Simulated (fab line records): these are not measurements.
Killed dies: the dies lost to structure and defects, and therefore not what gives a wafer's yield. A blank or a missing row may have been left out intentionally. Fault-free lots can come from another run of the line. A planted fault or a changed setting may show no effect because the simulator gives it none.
Matching of chambers -- flow n5 finfet -- 3 sister chambers for N5_FIN_SAQP_HM_DEP_03 on pecvd-04
The step deposits SiNx from SiH4/NH3/N2, target thk 38 nm, time 33.6 s. 14 wafers are shown with their chamber, then 6 later ones without.

## WAFERS PAIRED WITH THEIR CHAMBERS
wafer,chamber,throttle valve pct (%),showerhead vpp V (V),showerhead plenum p Torr (Torr)
L926.2,2,37.1,1023,5.12
L926.5,0,40.7,1146,5.09
L926.6,1,38.6,990,5.18
L932.1,0,40.6,1160,5.10
L932.3,2,37.1,1013,5.11
L932.4,2,37.2,1026,5.10
L934.4,2,37.2,1029,5.11
L934.5,1,38.5,985,5.16
L936.2,2,37.2,1035,5.10
L936.3,0,40.6,1182,5.09
L936.4,0,40.6,1173,5.09
L943.2,2,37.2,1022,5.10
L943.4,1,38.3,979,5.18
L943.5,0,40.8,1171,5.09

SIGNATURES (averages over the wafers above)
reading,chamber 0,chamber 1,chamber 2,scatter within a chamber
throttle valve pct,40.660,38.467,37.167,0.0915
showerhead vpp V,1166.40,984.67,1024.67,10
showerhead plenum p Torr,5.0920,5.1733,5.1067,0.00786
Rule: distance of a wafer from a chamber = root of the sum over the readings of ((wafer's reading minus chamber's mean) / reading's scatter) squared. If the next closest chamber is less than 2 further off than the closest, the wafer can't be placed; otherwise it belongs to the closest. How the scatter is found: for the shown wafers, subtract from each reading the mean of its chamber, square and add these, divide the total by (wafers less chambers), then take the root.

## WAFERS WHOSE CHAMBER IS MISSING
wafer,throttle valve pct (%),showerhead vpp V (V),showerhead plenum p Torr (Torr)
L944.3,37.4,1033,5.09
L944.5,37.2,1015,5.12
L944.6,38.3,993,5.16
L946.1,37.2,1030,5.11
L946.4,38.2,1008,5.16
L946.6,40.5,1179,5.09

## CHAMBER TAKEN BY EACH
wafer,from the rows above,in truth
L944.3,2,2
L944.5,2,2
L944.6,1,1
L946.1,2,2
L946.4,1,1
L946.6,0,0
Correct placement for 6 of the 6. Can't be placed from these rows: 0. Number placed wrongly: 0.
